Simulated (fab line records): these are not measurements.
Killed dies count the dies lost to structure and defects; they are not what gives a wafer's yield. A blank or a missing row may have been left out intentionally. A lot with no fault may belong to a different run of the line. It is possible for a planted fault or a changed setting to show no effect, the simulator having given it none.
Chamber matching ; flow n5Finfet ; N5_BEOL_M2_DESCUM_33 on rieDiel-01 has 4 sister chambers
The step chemistry O2, time 7 s. 4 wafers are shown with their chamber, then 7 later ones without.

WAFERS WITH THEIR CHAMBER
wafer;chamber;throttleValvePct (%)
L081.2;3;20.60
L081.3;0;20.17
L082.2;1;20.88
L082.4;2;20.40

WAFERS WITH NO CHAMBER GIVEN
wafer;throttleValvePct (%)
L082.6;20.60
L089.4;20.63
L089.5;20.63
L089.6;20.19
L094.2;20.20
L094.4;20.92
L094.5;20.64

CHAMBER TAKEN BY EACH
wafer;from the rows above;in truth
L082.6;3;3
L089.4;3;3
L089.5;3;3
L089.6;0;0
L094.2;0;0
L094.4;1;1
L094.5;3;3
Correctly placed: 7 of 7. Number that these rows cannot place: 0. Placed wrongly: 0.
How it was worked out, from the rows above alone: a wafer's distance from a chamber is the root of the sum, over the readings, of the square of ((its reading less the chamber's mean) divided by the reading's scatter). The wafer belongs to the nearest chamber; if the next one is less than 2 further off, it can't be placed. A chamber's mean is the mean of its shown wafers. The scatter (one wafer shown for each chamber): square how far every hidden wafer sits from the nearest shown wafer, average those squares and take the square root.
